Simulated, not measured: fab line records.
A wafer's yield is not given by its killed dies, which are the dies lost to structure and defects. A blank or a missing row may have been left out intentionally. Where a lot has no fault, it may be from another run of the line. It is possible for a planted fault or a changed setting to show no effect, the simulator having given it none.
A struck lot beside a sound one	flow nand_harc	14 steps out of a route of 1159
Sound: these wafers, L246.1, L246.2, L246.6. Struck: wafer L234.4 (left out: L234.3, a lot-mate that was not struck); the cause follows at the end.
Per side, at each step with rows, come the tool, then ch with its chambers, and then its first start. Under that, the readings that differ: sound wafers	struck wafers	difference of the means	sigmas: that difference in standard deviations of wafers without a fault.
alike: same words and numbers on both sides, and readings whose means sit less than 2 such deviations apart. not compared: any withheld reading, any reading some wafer has no value for, any bound like >300 that may hide the same value, and any number with overlapping values for which the record gives no deviation.
Wherever a step has rows on one side only, a row that says differs or no value, or a row with sigmas, the two part there. Non-overlapping numbers with no deviation appear without sigmas and do not part them. Lack of a reading on every wafer of one side parts them only where that side has two or more wafers.

NHARC_A_WL_FILL_CVD_03: deposits W, target thk 40 nm, time 3302 s.
  sound on cvd_w-02 ch 0,1, day 20 01:00; struck on cvd_w-02 ch 0, day 17 10:56
  alike: heater_power_w, throttle_valve_pct
NHARC_A_WL_FILL_ETCHBACK_04: etches the open film in NF3, target depth 60 nm, time 120 s.
  sound on rie_metal-01 ch 0,1, day 20 04:16; struck on rie_metal-01 ch 0, day 17 13:25
  alike: drypump_motor_current_A, oes_product_au, run_length_s
  not compared: rf_hours_counter_h
then, 1 step without rows for these wafers: NHARC_A_WL_FILL_ETCHBACK_05 (etches the open film in Cl2/BCl3, target depth 22 nm, time 60 s).
NHARC_A_WL_FILL_STRIP_27: strips in N2/H2, time 20 s.
  sound on plasma_asher-02 ch 0,1, day 20 04:38; struck on plasma_asher-01 ch 1, day 17 14:01
  alike: drypump_motor_current_A, heater_power_w
  not compared: rf_hours_counter_h
then, 4 steps without rows for these wafers: NHARC_A_WL_FILL_STRIP_28 (strips in post etch residue remover, time 1200 s); NHARC_A_WL_FILL_PRECLEAN_06 (cleans in DIW, time 300 s); NHARC_A_WL_FILL_SRD_07; NHARC_A_WL_FILL_ANNEAL_08 (time 1800 s).
NHARC_A_WL_FILL_ALD_10: deposits SiO2, target thk 50 nm, pulse time 10 s, ald cycles 500.
  sound on ald_hk-04 ch 1,3, day 20 11:12; struck on ald_hk-04 ch 2, day 17 18:53
  alike: heater_power_w, precursor_pulse_height_rel
NHARC_A_WL_FILL_ETCHBACK_16: etches the open film in C4F8/O2/Ar, target depth 88 nm, time 17.6 s.
  sound on rie_diel-06 ch 0,2,3; struck on rie_diel-10 ch 0
  alike: oes_product_au, rf_vpp_V, run_length_s
  not compared: rf_hours_counter_h
then, 1 step without rows for these wafers: NHARC_A_WL_FILL_STRIP_29 (strips in O2, time 20 s).
NHARC_A_WL_FILL_ETCHBACK_17: etches the open film in Cl2/BCl3, target depth 4 nm, time 26.7 s.
  sound on rie_metal-01 ch 0,1, day 20 18:07; struck on rie_metal-03 ch 1, day 17 23:44
reading	sound	struck	difference	sigmas
run_length_s (s)	48.7 47.2 47.6	41.1	-6.7	-13
  alike: drypump_motor_current_A, oes_product_au
  not compared: rf_hours_counter_h
then, 2 steps without rows for these wafers: NHARC_A_WL_FILL_PRECLEAN_18 (cleans in dHF, time 30 s); NHARC_END_SORT_01.

WHERE THEY PART
Only at NHARC_A_WL_FILL_ETCHBACK_17, as far as this record shows.

WHY: what had been put in by the simulator
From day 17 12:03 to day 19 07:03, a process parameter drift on rie_metal-03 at NHARC_A_WL_FILL_ETCHBACK_17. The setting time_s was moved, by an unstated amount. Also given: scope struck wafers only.
